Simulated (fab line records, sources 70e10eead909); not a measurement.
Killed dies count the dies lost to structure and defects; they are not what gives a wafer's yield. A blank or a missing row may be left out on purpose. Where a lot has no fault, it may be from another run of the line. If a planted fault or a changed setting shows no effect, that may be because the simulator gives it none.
Matching of chambers	flow nand harc	3 sister chambers for NHARC_A_CHANNEL_FILL_D2_CMP_10 on cmp-02
The step polishes, target thk 150 nm. 6 wafers are shown with their chamber, then 6 later ones without.

EACH WAFER AND ITS CHAMBER
wafer	chamber	motor current A (A)	slurry filter dp kPa (kPa)
L085.2	0	12.6	13.60
L086.5	3	11.6	13.31
L087.2	3	11.1	13.59
L087.4	0	12.2	13.80
L090.1	2	11.0	13.27
L090.5	2	10.7	13.41

WAFERS WITHOUT THEIR CHAMBER
wafer	motor current A (A)	slurry filter dp kPa (kPa)
L090.6	11.3	13.48
L091.4	10.9	13.37
L091.6	13.0	13.36
L097.2	12.0	13.63
L097.3	11.4	13.49
L097.5	11.3	13.52

EACH ONE'S CHAMBER
wafer	from the rows above	in truth
L090.6	can't be placed: 3 or 2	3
L091.4	can't be placed: 2 or 3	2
L091.6	0	0
L097.2	can't be placed: 0 or 3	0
L097.3	can't be placed: 3 or 2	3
L097.5	can't be placed: 3 or 2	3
Correctly placed: 1 of 6. Can't be placed from these rows: 5 (the true chamber is among the candidates in 5). Number placed wrongly: 0.
How it was worked out, from the rows above alone: a wafer's distance from a chamber is the root of the sum, over the readings, of the square of ((its reading less the chamber's mean) divided by the reading's scatter). The wafer belongs to the nearest chamber; if the next one is less than 2 further off, it can't be placed. The mean given for a chamber averages the wafers shown for that chamber. The scatter: take each reading less its chamber's mean, square it, sum over the shown wafers, divide by the number of wafers less the number of chambers, and take the root.
